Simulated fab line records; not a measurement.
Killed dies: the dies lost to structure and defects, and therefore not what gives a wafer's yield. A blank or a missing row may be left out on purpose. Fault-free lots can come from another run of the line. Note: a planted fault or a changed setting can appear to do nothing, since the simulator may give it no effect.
Which of the tools did it? -- flow n5-finfet -- 10 lots, 28 wafers sampled, at 6 steps of a route of 1938

WHAT EACH GAUGE READ, for each wafer
N5_BEOL_M13_THK_MEAS_50: measures by xrf.
lot,measured,on,M13_THK (nm)
L444,day 11 08:08,film-metro-01,412 405 404
L443,day 11 14:31,film-metro-02,424 426 420
L450,day 12 14:56,film-metro-02,412 418 414
L451,day 12 19:03,film-metro-01,411 414 412
L457,day 14 08:29,film-metro-02,413 415 411
L458,day 14 17:35,film-metro-02,422 414 420
L462,day 15 10:53,film-metro-01,430 423
L461,day 15 20:01,film-metro-02,412 403 416
L465,day 16 07:27,film-metro-01,422 417
L466,day 16 16:26,film-metro-02,415 417 417

N5_BEOL_M14_THK_MEAS_01.
lot,measured,on,M14_ILD_THK (nm)
L444,day 11 08:31,film-metro-01,1130 1094 1144
L443,day 11 14:53,film-metro-01,1103 1115 1138
L450,day 12 15:19,film-metro-02,2070 2086 1128
L451,day 12 19:26,film-metro-02,2072 2057 1121
L457,day 14 08:52,film-metro-02,1122 1106 1121
L458,day 14 17:58,film-metro-01,1105 1095 1148
L462,day 15 11:17,film-metro-01,1099 1114
L461,day 15 20:25,film-metro-01,1120 1100 1123
L465,day 16 07:55,film-metro-01,1090 1115
L466,day 16 16:49,film-metro-01,1120 1123 1143

N5_BEOL_M14_CD_MEAS_17 targets a cd of 250 nm.
lot,measured,on,cd-nm (nm)
L444,day 11 09:28,cd-sem-02,247.6 246.1 250.0
L443,day 11 15:43,cd-sem-02,249.5 252.4 252.9
L450,day 12 16:15,cd-sem-03,256.3 256.3 250.1
L451,day 12 20:45,cd-sem-01,261.1 257.4 249.8
L457,day 14 09:41,cd-sem-01,253.7 252.8 251.1
L458,day 14 18:49,cd-sem-02,249.6 251.1 249.7
L462,day 15 12:07,cd-sem-02,249.7 249.7
L461,day 15 21:22,cd-sem-03,249.9 249.6 251.8
L465,day 16 08:44,cd-sem-03,247.6 249.2
L466,day 16 17:58,cd-sem-02,248.2 248.8 250.3

WHICH TOOL RAN EACH LOT (tool, then ch and the chambers of the sampled wafers, then the start)
lot,N5_BEOL_M13_STRIP_37,N5_BEOL_M13_CMP_49,N5_BEOL_M14_ILD_DEP_00
L444,"plasma-asher-02 ch 0,1, day 11 05:56","cmp-03 ch 1,2, day 11 07:50","pecvd-03 ch 0,1, day 11 08:19"
L443,"plasma-asher-02 ch 0,1, day 11 10:49","cmp-04 ch 1,2, day 11 14:13","pecvd-02 ch 0,1,2, day 11 14:42"
L450,"plasma-asher-02 ch 0,1, day 12 12:23","cmp-03 ch 1,2,3, day 12 14:39","pecvd-04 ch 0,1,2, day 12 15:08"
L451,"plasma-asher-01 ch 0,1, day 12 17:12","cmp-02 ch 0,2,3, day 12 18:48","pecvd-04 ch 0,1, day 12 19:14"
L457,"plasma-asher-01 ch 0,1, day 14 05:08","cmp-02 ch 0,1,3, day 14 08:14","pecvd-03 ch 0,1, day 14 08:41"
L458,"plasma-asher-01 ch 0,1, day 14 14:19","cmp-02 ch 0,3, day 14 17:18","pecvd-03 ch 0,1,2, day 14 17:47"
L462,"plasma-asher-01 ch 0,1, day 15 08:35","cmp-04 ch 0,2, day 15 10:36","pecvd-02 ch 0,2, day 15 11:05"
L461,"plasma-asher-02 ch 0,1, day 15 15:10","cmp-04 ch 1,2, day 15 19:43","pecvd-02 ch 0,1,2, day 15 20:13"
L465,"plasma-asher-02 ch 1, day 16 05:03","cmp-03 ch 2, day 16 07:10","pecvd-02 ch 2, day 16 07:38"
L466,"plasma-asher-02 ch 1, day 16 14:46","cmp-04 ch 1,2, day 16 16:08","pecvd-04 ch 1,2, day 16 16:38"
- N5_BEOL_M13_STRIP_37: strips in N2/H2.
- N5_BEOL_M13_CMP_49: polishes, stops on SiOC, t overpolish 17.1 s, target thk 420 nm.
- N5_BEOL_M14_ILD_DEP_00: deposits SiO2 from TEOS/O2, target thk 1119.3 nm, time 237.4 s.

WHAT THE TOOLS THEMSELVES READ (means of the sampled wafers that have a number; where no wafer has one, the mark that the record gives instead)
N5_BEOL_M13_STRIP_37.
lot,tool,drypump-motor-current-A (A),heater-power-w (W),oes-product-au (a.u.)
L444,plasma-asher-02,5.84,366,0.785
L443,plasma-asher-02,5.80,357,0.782
L450,plasma-asher-02,5.85,377,0.797
L451,plasma-asher-01,5.27,395,0.770
L457,plasma-asher-01,5.29,392,0.786
L458,plasma-asher-01,5.28,390,0.783
L462,plasma-asher-01,5.38,381,0.773
L461,plasma-asher-02,5.82,367,0.799
L465,plasma-asher-02,5.71,346,0.795
L466,plasma-asher-02,5.71,348,0.784

N5_BEOL_M13_CMP_49.
lot,tool,barrier-field-endpoint-s (s),motor-current-A (A),overpolish-run-s (s),pad-life-wafers,slurry-filter-dp-kPa (kPa)
L444,cmp-03,30.2,6.2,17.095,492,13.51
L443,cmp-04,31.8,5.5,17.107,1536,13.64
L450,cmp-03,30.0,6.4,17.111,781,13.59
L451,cmp-02,29.6,5.7,17.103,842,13.50
L457,cmp-02,30.3,6.1,17.102,1196,13.57
L458,cmp-02,30.4,5.9,17.102,1286,13.56
L462,cmp-04,30.6,5.1,17.099,85,13.48
L461,cmp-04,31.9,5.6,17.102,168,13.65
L465,cmp-03,30.4,6.3,17.110,1494,13.50
L466,cmp-04,30.3,5.3,17.101,320,13.48

N5_BEOL_M14_ILD_DEP_00.
lot,tool,heater-power-w (W),run-length-s (s),showerhead-plenum-p-Torr (Torr),throttle-valve-pct (%)
L444,pecvd-03,607,281.1,8.335,18.1
L443,pecvd-02,495,280.7,8.351,18.9
L450,pecvd-04,587,418.6,8.335,18.6
L451,pecvd-04,583,418.7,8.376,18.8
L457,pecvd-03,595,280.8,8.337,17.9
L458,pecvd-03,536,280.2,8.344,17.9
L462,pecvd-02,560,280.8,8.345,19.1
L461,pecvd-02,507,280.3,8.331,18.9
L465,pecvd-02,499,280.7,8.334,18.3
L466,pecvd-04,598,280.6,8.318,18.3

THE ANSWER, worked out from the rows above alone
Rule: the usual values come from the lots themselves. Put in order of their means at a reading, lots are off if they are a third of the lots or fewer, leave a main group of 4 or more, and stand apart from it by a gap of 3 or more times the standard deviation of the main group's means; of several such gaps the widest counts. The tables above print the reading to a certain number of digits; a main group whose means all agree to those digits is not used. Also off: a lot with no number at a reading for which 4 or more lots have one. The other lots that the step has rows for count as sound. First the gauges in route order, then the tools' own readings, where a lot's mean is used as printed above. The first step at which some lot is off is used, and at that step the reading that is off furthest; a lot without a number counts as furthest.
Off: L450, L451, at N5_BEOL_M14_THK_MEAS_01 (M14_ILD_THK). Main group: mean 1116 nm, sd 7.8.
If a tool, at a process step before that reading, ran all the lots that are off and no sound lot after the first of them, it fits. The gauges at N5_BEOL_M14_THK_MEAS_01 aren't tried: what is off there is off at N5_BEOL_M14_ILD_DEP_00 too, on other tools, and a gauge's error can't cause that. No candidate that was tried fits.

WHAT WAS PUT IN BY THE SIMULATOR
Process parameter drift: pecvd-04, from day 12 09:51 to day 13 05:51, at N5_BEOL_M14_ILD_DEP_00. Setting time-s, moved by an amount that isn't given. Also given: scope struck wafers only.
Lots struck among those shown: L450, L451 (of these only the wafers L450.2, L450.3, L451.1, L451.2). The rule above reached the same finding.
